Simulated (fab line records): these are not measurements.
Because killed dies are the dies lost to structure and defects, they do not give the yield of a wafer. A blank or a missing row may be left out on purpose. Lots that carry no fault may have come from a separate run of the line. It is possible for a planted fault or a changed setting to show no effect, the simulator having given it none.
fab line records	flow nandHarc
[record] lots = 12	wafers = 36	lastDay = 24
route steps=1159 shown P_M1@307 P_M2@326 END@1159
lots that met no fault: from a run of the same line without faults
startH: the number of hours between the record's first day and the start of the first shown wafer of the lot	waitH: hours from the lot's prior step to this one	" same as the row above	L1.1+2: a single row standing in for several wafers	- no value, or no start given	* or withheld: withheld	< > ~ a bound
route shown NAME@n: names a module that has steps shown in the file, with the first one's number in the route	usual: the fault-free wafers' mean and standard deviation	same: alike in all rows	chamber/n: place in a boat	sites: the reading at each site	_std_site: their standard deviation	_edge_site: mean of outer sites minus mean of inner sites	radiusMm: how far each site lies from the wafer's centre	mask NAME#n: copy n	behind: tool/chamber where the wafer was last shaped	hold: cause of the lot's hold/its duration in hours/its outcome	device: which transistor (n, p or np) failed to switch	end of line: tests run on the same wafers once the route is complete	for a step that has no rows: nothing shown but its recipe	killed: count of dies lost to structure and defects at first sort (not the wafer's yield)	map: a wafer's dies, marking killed ones x, the rest . and places with no die _
set.NAME: the setting that was run; set.NAME@STEP: the one run at that earlier step	model.NAME: the simulator's own value behind a step, which no gauge read
one table for each step of the route and one row for each wafer, over a sample of lots
services: a tool's chamber out of use, with start hour (startH, from the record's first day; less than 0 if before it), hours out, and reason
[[steps]]
[step NHARC_P_M1_PVD_20]
[recipe] targetThkA = 50	biasV = 168.6	powerW = 15000	chamberPressurePa = 0.12	timeS = 8.06	substrateTempC = 50	material = TaN
[usual] throttleValvePct = 30.0/0.95
lot.wafer	tool	chamber	startH	waitH	throttleValvePct
L628.1	pvdSputter-02	-	-	-	28.7
L628.3	"	-	"	"	31.1
L628.2	"	-	"	"	30.4
L630.3	pvdSputter-02	-	-	-	30.9
L630.1	"	-	"	"	30.2
L630.6	"	-	"	"	28.4
L631.4	pvdSputter-01	-	-	-	29.6
L631.3	"	-	"	"	29.6
L631.6	"	-	"	"	28.9
L633.2	pvdSputter-02	-	-	-	28.8
L633.4	"	-	"	"	31.1
L633.6	"	-	"	"	30.9
L632.3	pvdSputter-02	-	-	-	31.1
L632.2	"	-	"	"	30.4
L632.6	"	-	"	"	28.6
L634.4	pvdSputter-03	-	-	-	31.7
L634.1	"	-	"	"	30.1
L634.6	"	-	"	"	30.8
L635.1	pvdSputter-02	-	-	-	30.2
L635.4	"	-	"	"	31.0
L635.5	"	-	"	"	30.2
L647.2	pvdSputter-02	-	-	-	31.9
L647.6	"	-	"	"	29.0
L647.5	"	-	"	"	31.3
L648.4	pvdSputter-03	-	-	-	30.2
L648.5	"	-	"	"	30.8
L648.6	"	-	"	"	31.7
L650.4	pvdSputter-03	-	-	-	32.0
L650.6	"	-	"	"	32.1
L650.5	"	-	"	"	30.2
L649.2	pvdSputter-03	-	-	-	29.3
L649.1	"	-	"	"	30.2
L649.5	"	-	"	"	29.3
L651.4	pvdSputter-01	-	-	-	29.4
L651.1	"	-	"	"	29.2
L651.6	"	-	"	"	29.1
[step NHARC_P_M2_PEB_07]
[recipe] pebTempC = 100	pebTimeS = 65
lot.wafer	tool	chamber	startH	waitH
L628.1+2+3	lithoTrack-01	0	121.85	0.1
L630.1+3+6	lithoTrack-01	0	134.75	0.1
L631.3+4+6	lithoTrack-01	0	138.38	0.0
L633.2+4+6	lithoTrack-01	0	151.62	0.1
L632.2+3+6	lithoTrack-01	0	152.61	0.1
L634.1+4+6	lithoTrack-01	0	165.44	0.1
L635.1+4+5	lithoTrack-01	0	166.07	0.1
L647.2+5+6	lithoTrack-06	0	235.58	0.1
L648.4+5+6	lithoTrack-06	0	241.31	0.0
L650.4+5+6	lithoTrack-06	0	250.08	0.0
L649.1+2+5	lithoTrack-01	0	250.93	0.1
L651.1+4+6	lithoTrack-01	0	254.88	0.1
[step NHARC_P_M2_CD_MEAS_09]
[recipe] targetCdNm = 170	landingEnergyEv = 500
[usual] cdNm = 170.1/0.79
lot.wafer	tool	chamber	startH	waitH	cdNm
L628.1	cdSem-03	0	121.93	-	170.2
L628.2	"	0	"	"	170.1
L628.3	"	0	"	"	170.6
L630.1	cdSem-03	0	134.83	-	171.2
L630.3	"	0	"	"	170.6
L630.6	"	0	"	"	169.7
L631.3	cdSem-03	0	138.47	-	170.2
L631.4	"	0	"	"	170.0
L631.6	"	0	"	"	171.2
L633.2	cdSem-02	0	151.70	-	170.2
L633.4	"	0	"	"	169.6
L633.6	"	0	"	"	170.0
L632.2	cdSem-02	0	152.69	-	178.7
L632.3	"	0	"	"	179.1
L632.6	"	0	"	"	179.8
L634.1	cdSem-02	0	165.52	-	179.6
L634.4	"	0	"	"	179.7
L634.6	"	0	"	"	178.6
L635.1	cdSem-02	0	166.14	-	177.4
L635.4	"	0	"	"	177.6
L635.5	"	0	"	"	177.8
L647.2	cdSem-03	0	235.67	-	170.9
L647.5	"	0	"	"	169.8
L647.6	"	0	"	"	170.1
L648.4	cdSem-03	0	241.40	-	170.3
L648.5	"	0	"	"	170.5
L648.6	"	0	"	"	170.4
L650.4	cdSem-02	0	250.16	-	169.8
L650.5	"	0	"	"	169.7
L650.6	"	0	"	"	170.1
L649.1	cdSem-02	0	251.01	-	168.9
L649.2	"	0	"	"	169.2
L649.5	"	0	"	"	168.5
L651.1	cdSem-02	0	254.96	-	169.0
L651.4	"	0	"	"	169.4
L651.6	"	0	"	"	169.9
[step NHARC_P_M2_INSPECT_11]
[usual] rawDefectCount = 4.2/2.6
lot.wafer	tool	chamber	startH	waitH	rawDefectCount
L628.1	defectInspect-01	-	122.06	0.0	3
L628.2	"	-	"	"	2
L628.3	"	-	"	"	0
L630.1	defectInspect-01	-	134.95	0.0	1
L630.3	"	-	"	"	0
L630.6	"	-	"	"	0
L631.3	defectInspect-02	-	138.59	0.0	9
L631.4	"	-	"	"	11
L631.6	"	-	"	"	7
L633.2	defectInspect-01	-	151.82	0.0	10
L633.4	"	-	"	"	8
L633.6	"	-	"	"	6
L632.2	defectInspect-01	-	152.81	0.0	3
L632.3	"	-	"	"	3
L632.6	"	-	"	"	2
L634.1	defectInspect-01	-	165.64	0.0	4
L634.4	"	-	"	"	5
L634.6	"	-	"	"	2
L635.1	defectInspect-02	-	166.27	0.0	4
L635.4	"	-	"	"	9
L635.5	"	-	"	"	7
L647.2	defectInspect-02	-	235.79	0.0	5
L647.5	"	-	"	"	5
L647.6	"	-	"	"	3
L648.4	defectInspect-01	-	241.51	0.0	7
L648.5	"	-	"	"	4
L648.6	"	-	"	"	2
L650.4	defectInspect-01	-	250.30	0.0	1
L650.5	"	-	"	"	1
L650.6	"	-	"	"	1
L649.1	defectInspect-02	-	251.14	0.0	4
L649.2	"	-	"	"	5
L649.5	"	-	"	"	4
L651.1	defectInspect-01	-	255.09	0.0	2
L651.4	"	-	"	"	3
L651.6	"	-	"	"	3
[step NHARC_P_M2_ETCH_15]
[recipe] targetDepthA = 1825	timeS = 91.2	c4f8FlowSccm = withheld	arFlowSccm = 400	rfW = 600	biasW = 300	chemistry = C4F8/Ar
[usual] oesProductAu = 0.952/0.022	rfVppV = 441.1/2.6
lot.wafer	tool	chamber	startH	waitH	oesProductAu	rfHoursCounterH	rfVppV
L628.2	rieDiel-07	2	-	-	0.964	2	445.4
L628.1	"	3	"	"	0.964	2	439.6
L628.3	"	0	"	"	0.981	2	442.2
L630.1	rieDiel-07	3	-	-	0.919	2	438.9
L630.3	"	1	"	"	0.931	2	443.1
L630.6	"	3	"	"	0.906	-	439.0
L631.4	rieDiel-07	0	-	-	0.949	2	443.3
L631.3	"	1	"	"	0.943	2	443.2
L631.6	"	0	"	"	0.944	-	442.5
L633.4	rieDiel-07	1	-	-	0.924	3	441.3
L633.2	"	3	"	"	0.912	3	438.0
L633.6	"	2	"	"	0.924	-	443.8
L632.2	rieDiel-07	3	-	-	0.969	3	439.4
L632.3	"	1	"	"	0.963	3	440.1
L632.6	"	3	"	"	0.969	-	437.8
L634.1	rieDiel-07	0	-	-	0.971	4	443.7
L634.4	"	2	"	"	0.970	-	444.9
L634.6	"	0	"	"	0.966	-	444.1
L635.1	rieDiel-11	2	-	-	0.930	44	437.7
L635.5	"	1	"	"	0.925	-	438.6
L635.4	"	2	"	"	0.928	-	438.1
L647.2	rieDiel-10	2	-	-	0.932	9	444.2
L647.6	"	3	"	"	0.954	-	439.4
L647.5	"	0	"	"	0.950	-	441.5
L648.4	rieDiel-07	2	-	-	0.990	0	444.0
L648.5	"	0	"	"	0.950	-	441.4
L648.6	"	1	"	"	0.955	-	439.3
L650.4	rieDiel-07	0	-	-	0.962	0	443.9
L650.6	"	1	"	"	0.964	-	440.7
L650.5	"	2	"	"	0.985	-	444.9
L649.2	rieDiel-07	1	-	-	0.953	0	442.0
L649.1	"	2	"	"	0.978	0	445.4
L649.5	"	0	"	"	0.970	-	444.6
L651.1	rieDiel-07	1	-	-	0.972	1	440.9
L651.4	"	0	"	"	0.985	0	441.8
L651.6	"	2	"	"	0.974	-	445.0
[step NHARC_END_SORT_01]
[recipe] tempC = 25
[usual] defectLimitedYield = 95.5/1.3	killedAtArray = 26/8.4	killedAtOther = 0.7/0.97	killedAtPeriphery = 3.2/2.2	killedDies = 30/8.5	killedOpen = 3.4/2	killedShort = 2/1.3	sort_bin_2_pct = 1.5/0.52	sort_bin_3_pct = 0.21/0.18	sort_bin_4_pct = 2.8/0.91	sortNPass = 647/8.5	sortRimYieldPct = 94.8/2.7	sortYieldPct = 95.5/1.3
[same] grossDies = 677	sort_bin_5_pct[%] = 0	sort_bin_6_pct[%] = 0	sort_bin_7_pct[%] = 0	sort_bin_8_pct[%] = 0	sortRimNGross = 106.00
lot.wafer	tool	chamber	startH	waitH	defectLimitedYield[%]	killedAtArray	killedAtOther	killedAtPeriphery	killedDies	killedOpen	killedShort	sort_bin_2_pct[%]	sort_bin_3_pct[%]	sort_bin_4_pct[%]	sortNPass	sortRimYieldPct[%]	sortYieldPct[%]
L628.1	prober-02	0	433.65	2.5	96.5	20	1	3	24	3	2	1.5	0.30	1.8	653	96.2	96.5
L628.2	prober-02	0	434.43	2.8	96.8	21	0	1	22	2	1	1.5	0.30	1.5	655	93.4	96.8
L628.3	prober-02	0	435.22	3.1	97.8	12	1	2	15	2	2	0.6	0.30	1.3	662	97.2	97.8
L630.1	prober-01	0	457.36	2.5	97.8	15	0	0	15	1	4	0.7	0.15	1.3	662	99.1	97.8
L630.3	prober-01	0	458.93	3.1	96.2	26	0	0	26	7	2	0.9	0	3.0	651	99.1	96.2
L630.6	prober-01	0	461.29	3.9	96.5	23	0	1	24	4	5	1.5	0.15	1.9	653	98.1	96.5
L631.3	prober-02	0	459.02	3.1	92.9	38	2	8	48	5	3	2.8	0.15	4.1	629	92.5	92.9
L631.4	prober-02	0	459.83	3.4	95.3	23	2	7	32	1	2	1.3	0.30	3.1	645	89.6	95.3
L631.6	prober-02	0	461.45	4.1	93.9	37	1	3	41	3	3	1.8	0.15	4.1	636	91.5	93.9
L633.2	prober-02	0	471.88	2.8	95.4	25	0	6	31	4	6	1.6	0	3.0	646	96.2	95.4
L633.4	prober-02	0	473.50	3.4	96.5	20	0	4	24	1	0	1.8	0.15	1.6	653	96.2	96.5
L633.6	prober-02	0	475.11	4.0	96.5	16	0	8	24	3	0	1.9	0	1.6	653	97.2	96.5
L632.2	prober-01	0	471.92	2.8	96.6	20	0	3	23	1	3	1.3	0.44	1.6	654	92.5	96.6
L632.3	prober-01	0	472.72	3.1	98.4	8	0	3	11	1	1	0.7	0	0.9	666	97.2	98.4
L632.6	prober-01	0	475.15	4.0	96.9	16	0	5	21	5	1	0.9	0.44	1.8	656	97.2	96.9
L634.1	prober-02	0	482.36	2.4	95.3	29	2	1	32	2	0	1.3	0.44	3.0	645	97.2	95.3
L634.4	prober-02	0	484.74	3.4	95.0	31	0	3	34	2	1	1.3	0.30	3.4	643	93.4	95.0
L634.6	prober-02	0	486.33	4.0	96.2	21	2	3	26	2	3	1.2	0.15	2.5	651	97.2	96.2
L635.1	prober-01	0	489.91	2.6	95.4	28	1	2	31	2	5	1.3	0.30	3.0	646	96.2	95.4
L635.4	prober-01	0	492.31	3.4	95.1	25	0	8	33	8	2	1.2	0.30	3.4	644	97.2	95.1
L635.5	prober-01	0	493.10	3.7	96.6	20	0	3	23	3	4	1.0	0.15	2.2	654	96.2	96.6
L648.4	prober-02	0	546.55	3.4	94.5	32	0	5	37	1	5	1.8	0.74	3.0	640	95.3	94.5
L648.5	prober-02	0	547.34	3.6	94.5	33	0	4	37	8	3	1.6	0	3.8	640	91.5	94.5
L648.6	prober-02	0	548.12	3.9	94.5	32	0	5	37	5	2	1.9	0	3.5	640	97.2	94.5
L647.2	prober-01	0	549.98	2.8	93.8	41	0	1	42	6	1	1.8	0	4.4	635	92.5	93.8
L647.5	prober-01	0	552.39	3.7	95.6	27	1	2	30	3	1	1.8	0	2.7	647	91.5	95.6
L647.6	prober-01	0	553.19	4.0	94.4	36	1	1	38	4	1	1.8	0.15	3.7	639	96.2	94.4
L650.4	prober-02	0	565.95	3.4	93.4	42	1	2	45	4	1	2.4	0	4.3	632	91.5	93.4
L650.5	prober-02	0	566.76	3.7	93.4	43	0	2	45	2	5	1.8	0.30	4.6	632	93.4	93.4
L650.6	prober-02	0	567.57	4.0	94.7	33	1	2	36	2	1	1.9	0.44	3.0	641	91.5	94.7
L651.1	prober-01	0	569.47	2.5	93.6	42	0	1	43	5	2	2.4	0.59	3.4	634	92.5	93.6
L651.4	prober-01	0	571.89	3.4	94.7	34	0	2	36	3	4	2.2	0	3.1	641	93.4	94.7
L651.6	prober-01	0	573.51	4.0	95.0	30	0	4	34	3	2	1.2	0.15	3.7	643	88.7	95.0
L649.1	prober-02	0	575.87	2.5	96.8	22	0	0	22	3	2	1.6	0.15	1.5	655	94.3	96.8
L649.2	prober-02	0	576.67	2.8	94.7	34	1	1	36	1	1	2.2	0	3.1	641	91.5	94.7
L649.5	prober-02	0	579.08	3.7	96.8	20	1	1	22	3	4	1.2	0.30	1.8	655	98.1	96.8
// killed by level:class
L628.1 A_SLIT:chamberFilmFlake=8 A_CONTACT:chamberFilmFlake=7 P_STI:geometricParticle:short=1 P_CONTACT:geometricParticle:open=1 A_CHANNEL_HOLE_D1:geometricParticle:short=1 A_WL_FILL:geometricParticle:open=1 A_CONTACT:geometricParticle:open=1 P_M1:chamberFilmFlake=1
L628.2 A_SLIT:chamberFilmFlake=8 A_CHANNEL_HOLE_D1:chamberFilmFlake=5 A_CONTACT:chamberFilmFlake=5 P_CONTACT:geometricParticle:open=1 A_CHANNEL_HOLE_D1:geometricParticle:short=1 A_M1:geometricParticle:open=1 A_STAIRCASE:chamberFilmFlake=1
L628.3 A_CHANNEL_HOLE_D1:chamberFilmFlake=3 A_SLIT:chamberFilmFlake=3 A_CONTACT:chamberFilmFlake=3 P_STI:geometricParticle:open=1 P_M1:geometricParticle:open=1 A_CHANNEL_HOLE_D1:geometricParticle:short=1 A_CONTACT:geometricParticle:short=1 A_WL_FILL:chamberFilmFlake=1
L630.1 A_WL_FILL:geometricParticle:short=2 A_CHANNEL_HOLE_D1:chamberFilmFlake=2 A_SLIT:chamberFilmFlake=2 A_WL_FILL:chamberFilmFlake=2 A_BONDPAD:chamberFilmFlake=2 A_ONON_D1:geometricParticle:short=1 A_CHANNEL_FILL_D1:geometricParticle:short=1 A_WL_FILL:geometricParticle:open=1
L630.3 A_CONTACT:geometricParticle:open=4 A_CHANNEL_FILL_D1:chamberFilmFlake=4 A_SLIT:chamberFilmFlake=3 A_CONTACT:chamberFilmFlake=3 A_CHANNEL_HOLE_D1:chamberFilmFlake=2 A_STAIRCASE:chamberFilmFlake=2 A_SOURCE_PLATE:geometricParticle:short=1 A_ONON_D1:geometricParticle:open=1
L631.3 A_CHANNEL_HOLE_D1:chamberFilmFlake=13 A_ZERO_WELL:chamberFilmFlake=6 A_CONTACT:chamberFilmFlake=6 P_M1:chamberFilmFlake=5 A_STAIRCASE:chamberFilmFlake=3 A_M0:geometricParticle:open=2 A_SLIT:chamberFilmFlake=2 THIN_TSV:chamberFilmFlake=2
L631.4 P_M1:chamberFilmFlake=6 A_CHANNEL_HOLE_D1:chamberFilmFlake=6 A_CONTACT:chamberFilmFlake=5 A_WL_FILL:chamberFilmFlake=4 A_CHANNEL_FILL_D1:chamberFilmFlake=3 A_SLIT:chamberFilmFlake=2 THIN_TSV:chamberFilmFlake=2 A_ONON_D1:geometricParticle:open=1
L630.6 A_CHANNEL_FILL_D1:chamberFilmFlake=3 A_CONTACT:chamberFilmFlake=3 A_BONDPAD:chamberFilmFlake=3 A_ONON_D1:geometricParticle:short=2 A_WL_FILL:geometricParticle:short=2 A_CONTACT:geometricParticle:open=2 A_CHANNEL_HOLE_D1:chamberFilmFlake=2 A_SLIT:chamberFilmFlake=2
L631.6 A_CHANNEL_HOLE_D1:chamberFilmFlake=16 A_CONTACT:chamberFilmFlake=5 A_CHANNEL_FILL_D1:chamberFilmFlake=4 P_M1:chamberFilmFlake=3 A_ZERO_WELL:chamberFilmFlake=3 A_WL_FILL:geometricParticle:short=2 A_WL_FILL:chamberFilmFlake=2 A_ONON_D1:geometricParticle:open=1
L633.2 A_CHANNEL_HOLE_D1:chamberFilmFlake=10 P_STI:chamberFilmFlake=4 A_BLC:geometricParticle:short=3 A_CONTACT:geometricParticle:short=2 A_STAIRCASE:chamberFilmFlake=2 P_CONTACT:geometricParticle:open=1 A_SGD_CUT:geometricParticle:short=1 A_WL_FILL:geometricParticle:open=1
L632.2 A_SLIT:chamberFilmFlake=6 A_CONTACT:chamberFilmFlake=4 A_BLC:chamberFilmFlake=4 A_CHANNEL_HOLE_D1:chamberFilmFlake=2 P_M0:geometricParticle:short=1 A_ONON_D1:geometricParticle:short=1 A_ONON_D1:geometricParticle:open=1 A_WL_FILL:geometricParticle:short=1
L632.3 A_CHANNEL_HOLE_D1:chamberFilmFlake=3 A_BLC:chamberFilmFlake=3 A_SLIT:chamberFilmFlake=2 P_CONTACT:geometricParticle:open=1 P_M0:geometricParticle:short=1 P_BONDPAD:chamberFilmFlake=1
L633.4 A_CHANNEL_HOLE_D1:chamberFilmFlake=17 P_CONTACT:geometricParticle:open=1 P_ZERO_WELL:chamberFilmFlake=1 P_STI:chamberFilmFlake=1 P_M1:chamberFilmFlake=1 A_STAIRCASE:chamberFilmFlake=1 A_WL_FILL:chamberFilmFlake=1 A_CONTACT:chamberFilmFlake=1
L633.6 A_CHANNEL_HOLE_D1:chamberFilmFlake=13 P_ZERO_WELL:chamberFilmFlake=3 P_M0:geometricParticle:open=2 P_STI:chamberFilmFlake=2 A_STAIRCASE:chamberFilmFlake=2 P_CONTACT:geometricParticle:open=1 A_CHANNEL_FILL_D1:chamberFilmFlake=1
L632.6 A_SLIT:chamberFilmFlake=8 P_GATE:geometricParticle:open=2 A_CONTACT:geometricParticle:open=2 P_BONDPAD:chamberFilmFlake=2 A_CONTACT:chamberFilmFlake=2 A_BLC:chamberFilmFlake=2 P_CONTACT:geometricParticle:short=1 A_ONON_D1:geometricParticle:open=1
L634.1 A_CHANNEL_HOLE_D1:chamberFilmFlake=20 A_CONTACT:chamberFilmFlake=4 THIN_TSV:chamberFilmFlake=2 A_CONTACT:geometricParticle:open=1 A_M0:geometricParticle:open=1 P_STI:chamberFilmFlake=1 A_STAIRCASE:chamberFilmFlake=1 A_SLIT:chamberFilmFlake=1
L634.4 A_CHANNEL_HOLE_D1:chamberFilmFlake=16 A_CONTACT:chamberFilmFlake=6 A_STAIRCASE:chamberFilmFlake=3 A_SLIT:chamberFilmFlake=2 P_CONTACT:geometricParticle:open=1 A_SOURCE_PLATE:geometricParticle:short=1 A_M1:geometricParticle:open=1 P_STI:chamberFilmFlake=1
L634.6 A_CHANNEL_HOLE_D1:chamberFilmFlake=10 A_ZERO_WELL:chamberFilmFlake=2 A_CONTACT:chamberFilmFlake=2 THIN_TSV:chamberFilmFlake=2 P_GATE:geometricParticle:short=1 A_SOURCE_PLATE:geometricParticle:open=1 A_CHANNEL_HOLE_D1:geometricParticle:short=1 A_CHANNEL_FILL_D1:geometricParticle:short=1
L635.1 A_SLIT:chamberFilmFlake=14 A_CHANNEL_HOLE_D1:chamberFilmFlake=6 A_CHANNEL_FILL_D1:geometricParticle:short=2 A_WL_FILL:geometricParticle:short=2 A_STAIRCASE:chamberFilmFlake=2 P_M0:geometricParticle:open=1 A_SLIT:geometricParticle:short=1 A_CONTACT:geometricParticle:open=1
L635.4 A_SLIT:chamberFilmFlake=14 P_M0:geometricParticle:open=3 A_CONTACT:geometricParticle:open=3 P_STI:chamberFilmFlake=3 P_M1:geometricParticle:short=2 A_STAIRCASE:chamberFilmFlake=2 A_ONON_D1:geometricParticle:open=1 A_CHANNEL_FILL_D1:geometricParticle:open=1
L635.5 A_SLIT:chamberFilmFlake=5 A_CHANNEL_HOLE_D1:chamberFilmFlake=3 A_WL_FILL:chamberFilmFlake=3 A_SGD_CUT:geometricParticle:short=2 P_STI:chamberFilmFlake=2 A_CONTACT:chamberFilmFlake=2 P_M0:geometricParticle:open=1 A_ONON_D1:geometricParticle:short=1
L648.4 A_CHANNEL_HOLE_D1:chamberFilmFlake=22 P_M2:chamberFilmFlake=4 A_CONTACT:chamberFilmFlake=4 A_CONTACT:geometricParticle:short=2 P_M0:geometricParticle:short=1 A_ONON_D1:geometricParticle:short=1 A_CHANNEL_HOLE_D1:geometricParticle:short=1 A_M0:geometricParticle:open=1
L648.5 A_CHANNEL_HOLE_D1:chamberFilmFlake=15 A_CONTACT:chamberFilmFlake=6 A_CHANNEL_FILL_D1:geometricParticle:open=2 A_BLC:geometricParticle:open=2 P_M2:chamberFilmFlake=2 P_GATE:geometricParticle:open=1 A_ONON_D1:geometricParticle:short=1 A_CHANNEL_HOLE_D1:geometricParticle:open=1
L648.6 A_CHANNEL_HOLE_D1:chamberFilmFlake=20 A_CONTACT:chamberFilmFlake=5 P_M0:geometricParticle:open=2 A_ZERO_WELL:chamberFilmFlake=2 A_M0:chamberFilmFlake=2 P_GATE:geometricParticle:short=1 P_GATE:geometricParticle:open=1 P_M1:geometricParticle:open=1
L647.2 A_SLIT:chamberFilmFlake=15 A_CHANNEL_HOLE_D1:chamberFilmFlake=10 A_CONTACT:chamberFilmFlake=7 A_CONTACT:geometricParticle:open=3 A_M0:chamberFilmFlake=2 P_M2:geometricParticle:open=1 A_SOURCE_PLATE:geometricParticle:open=1 A_WL_FILL:geometricParticle:short=1
L647.5 A_SLIT:chamberFilmFlake=8 A_CHANNEL_HOLE_D1:chamberFilmFlake=6 A_CONTACT:chamberFilmFlake=4 A_M0:chamberFilmFlake=4 P_GATE:chamberFilmFlake=2 A_WL_FILL:geometricParticle:short=1 A_WL_FILL:geometricParticle:open=1 A_CONTACT:geometricParticle:open=1
L647.6 A_SLIT:chamberFilmFlake=14 A_CHANNEL_HOLE_D1:chamberFilmFlake=11 A_CONTACT:chamberFilmFlake=3 A_CONTACT:geometricParticle:open=2 A_M0:chamberFilmFlake=2 A_CHANNEL_HOLE_D1:geometricParticle:open=1 A_WL_FILL:geometricParticle:short=1 STARTING-WAFER:geometricParticle:open=1
L650.4 A_CHANNEL_HOLE_D1:chamberFilmFlake=26 A_CONTACT:chamberFilmFlake=8 A_STAIRCASE:chamberFilmFlake=2 P_M0:geometricParticle:open=1 A_SOURCE_PLATE:geometricParticle:open=1 A_CHANNEL_FILL_D1:geometricParticle:open=1 A_CHANNEL_FILL_D1:geometricParticle:short=1 STARTING-WAFER:geometricParticle:open=1
L650.5 A_CHANNEL_HOLE_D1:chamberFilmFlake=22 A_CONTACT:chamberFilmFlake=12 A_STAIRCASE:chamberFilmFlake=3 P_STI:geometricParticle:open=1 P_STI:geometricParticle:short=1 A_SGD_CUT:geometricParticle:short=1 A_WL_FILL:geometricParticle:short=1 A_CONTACT:geometricParticle:short=1
L650.6 A_CHANNEL_HOLE_D1:chamberFilmFlake=25 A_STAIRCASE:chamberFilmFlake=2 A_CONTACT:chamberFilmFlake=2 A_CHANNEL_FILL_D1:geometricParticle:short=1 P_M2:chamberFilmFlake=1 A_BLC:geometricParticle:open=1 A_M0:geometricParticle:open=1 P_ZERO_WELL:chamberFilmFlake=1
L651.1 A_SLIT:chamberFilmFlake=23 A_CHANNEL_HOLE_D1:chamberFilmFlake=4 A_ZERO_WELL:chamberFilmFlake=3 A_CONTACT:chamberFilmFlake=3 A_ONON_D1:geometricParticle:open=2 A_CHANNEL_FILL_D1:geometricParticle:short=2 A_WL_FILL:geometricParticle:open=1 A_CONTACT:geometricParticle:open=1
L651.4 A_CHANNEL_HOLE_D1:chamberFilmFlake=10 A_CONTACT:chamberFilmFlake=7 A_SLIT:chamberFilmFlake=6 A_M0:chamberFilmFlake=3 A_STAIRCASE:chamberFilmFlake=2 P_M0:geometricParticle:open=1 P_M2:geometricParticle:open=1 A_CHANNEL_FILL_D1:geometricParticle:open=1
L651.6 A_CHANNEL_HOLE_D1:chamberFilmFlake=13 A_SLIT:chamberFilmFlake=7 A_CONTACT:chamberFilmFlake=3 P_ZERO_WELL:chamberFilmFlake=2 A_ZERO_WELL:chamberFilmFlake=2 P_CONTACT:geometricParticle:open=1 P_M1:geometricParticle:open=1 A_ONON_D1:geometricParticle:short=1
L649.1 A_SLIT:chamberFilmFlake=8 A_CHANNEL_HOLE_D1:chamberFilmFlake=5 A_SGD_CUT:chamberFilmFlake=2 A_SOURCE_PLATE:geometricParticle:open=1 A_CHANNEL_HOLE_D1:geometricParticle:open=1 A_CHANNEL_FILL_D1:geometricParticle:short=1 A_SGD_CUT:geometricParticle:short=1 A_CONTACT:geometricParticle:open=1
L649.2 A_SLIT:chamberFilmFlake=23 A_CHANNEL_HOLE_D1:chamberFilmFlake=5 A_SGD_CUT:chamberFilmFlake=2 A_WL_FILL:geometricParticle:open=1 STARTING-WAFER:geometricParticle:short=1 P_ZERO_WELL:chamberFilmFlake=1 A_CHANNEL_FILL_D1:chamberFilmFlake=1 A_WL_FILL:chamberFilmFlake=1
L649.5 A_SGD_CUT:chamberFilmFlake=4 A_CHANNEL_HOLE_D1:chamberFilmFlake=3 A_SLIT:chamberFilmFlake=3 A_CHANNEL_FILL_D1:geometricParticle:open=1 A_STAIRCASE:geometricParticle:short=1 A_SGD_CUT:geometricParticle:short=1 A_WL_FILL:geometricParticle:open=1 A_CONTACT:geometricParticle:open=1
[[services]]
tool	chamber	startH	hours	kind
rieDiel-10	0	94.85	4.2	repair
pvdSputter-03	-	102.00	10.0	pm
rieDiel-07	0	109.20	-	clean
rieDiel-07	1	109.20	-	clean
rieDiel-07	2	109.20	-	clean
rieDiel-07	3	109.20	-	clean
lithoTrack-06	-	117.00	7.0	pm
rieDiel-10	-	117.58	0.2	repair
rieDiel-10	3	127.17	16.4	repair
pvdSputter-03	-	134.27	2.5	repair
pvdSputter-01	-	147.75	1.7	repair
pvdSputter-01	-	158.00	10.0	pm
rieDiel-07	1	163.69	6.3	repair
rieDiel-10	2	163.75	5.6	repair
rieDiel-10	1	164.87	9.6	repair
pvdSputter-03	-	170.77	1.7	repair
rieDiel-10	-	176.50	9.0	pm
rieDiel-11	2	185.50	4.2	repair
rieDiel-11	-	191.18	9.0	pm
rieDiel-07	1	199.37	6.0	repair
rieDiel-07	1	209.92	8.6	repair
pvdSputter-02	-	214.00	10.0	pm
rieDiel-10	2	225.95	9.4	repair
rieDiel-07	-	228.20	9.0	pm
[[key]]
[firstSign] step = NHARC_P_M2_CD_MEAS_09	reading = cdNm	direction = up	sigmas = 11	usual = 170.1	struck = 178.7	through = controlLoop
effect none on later readings
metAt NHARC_P_M2_PEB_07
struckLots L632,L634,L635
[loopTrim] step = NHARC_P_M2_EXPOSE_06	setting = dose	lots = L635
notActingAt NHARC_P_M1_PVD_20,NHARC_P_M2_INSPECT_11,NHARC_P_M2_ETCH_15
onsetBetween 151.62 152.61
[fault] kind = processParameterDrift	tool = lithoTrack-01	chamber = -	onsetH = 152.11	steps = NHARC_P_M2_PEB_07	channel = pebTimeS	offset = *	shape = step	endH = 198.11	actsIn = *	stated = *
// loopTrim: a control loop set the setting to another value than it would have without faults
